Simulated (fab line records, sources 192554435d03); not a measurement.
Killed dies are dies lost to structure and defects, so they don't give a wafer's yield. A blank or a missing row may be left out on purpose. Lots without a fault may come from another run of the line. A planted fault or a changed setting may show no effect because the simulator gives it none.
Chamber matching | flow n5_finfet | N5_FIN_SAQP_MANDREL1_REMOVE_56 on rie_si-01: 4 sister chambers
The step chemistry HBr/Cl2/O2, target a-Si, stops on SiNx, bt time 10 s. 16 wafers are shown with their chamber, then 8 later ones without.

WAFERS WITH THEIR CHAMBER
wafer  | chamber | throttle_valve_pct (%) | drypump_motor_current_A (A) | oes_product_au (a.u.)
L074.2 | 1       | 36.92                  | 5.47                        | 1.010
L074.3 | 3       | 36.38                  | 5.38                        | 0.978
L074.6 | 1       | 36.93                  | 5.47                        | 0.991
L075.1 | 0       | 36.88                  | 5.74                        | 1.010
L075.3 | 2       | 36.51                  | 5.78                        | 1.027
L075.5 | 0       | 36.87                  | 5.74                        | 1.015
L076.2 | 0       | 36.87                  | 5.74                        | 1.016
L076.3 | 3       | 36.38                  | 5.41                        | 0.965
L076.5 | 2       | 36.52                  | 5.79                        | 1.025
L077.3 | 2       | 36.51                  | 5.76                        | 1.037
L077.5 | 0       | 36.86                  | 5.73                        | 1.020
L077.6 | 3       | 36.36                  | 5.43                        | 0.965
L078.2 | 3       | 36.37                  | 5.41                        | 0.955
L078.4 | 2       | 36.51                  | 5.72                        | 1.013
L078.6 | 3       | 36.36                  | 5.42                        | 0.962
L079.2 | 3       | 36.38                  | 5.37                        | 0.945

SIGNATURES (means of the wafers above)
reading                 | chamber 0 | chamber 1 | chamber 2 | chamber 3 | scatter within a chamber
throttle_valve_pct      | 36.8700   | 36.9250   | 36.5125   | 36.3717   | 0.00821
drypump_motor_current_A | 5.7375    | 5.4700    | 5.7625    | 5.4033    | 0.0218
oes_product_au          | 1.01525   | 1.00050   | 1.02550   | 0.96167   | 0.00972
Rule: a wafer's distance from a chamber is the root of the sum, over the readings, of the square of ((its reading less the chamber's mean) divided by the reading's scatter). The wafer belongs to the nearest chamber; if the next one is less than 2 further off, it can't be placed. The scatter: the root of (the sum of the squares of (reading less its chamber's mean) over the shown wafers, divided by (wafers less chambers)).

WAFERS WITHOUT THEIR CHAMBER
wafer  | throttle_valve_pct (%) | drypump_motor_current_A (A) | oes_product_au (a.u.)
L079.3 | 36.84                  | 5.73                        | 1.012
L079.6 | 36.91                  | 5.54                        | 0.996
L082.2 | 36.36                  | 5.41                        | 0.955
L082.3 | 36.86                  | 5.76                        | 1.017
L082.5 | 36.37                  | 5.40                        | 0.948
L092.1 | 36.92                  | 5.50                        | 0.998
L092.2 | 36.37                  | 5.40                        | 0.957
L092.6 | 36.51                  | 5.76                        | 1.018

WHICH CHAMBER EACH WENT THROUGH
wafer  | from the rows above | in truth
L079.3 | 0                   | 0
L079.6 | 1                   | 1
L082.2 | 3                   | 3
L082.3 | 0                   | 0
L082.5 | 3                   | 3
L092.1 | 1                   | 1
L092.2 | 3                   | 3
L092.6 | 2                   | 2
Placed correctly: 8 of 8. Can't be placed from these rows: 0. Placed wrongly: 0.
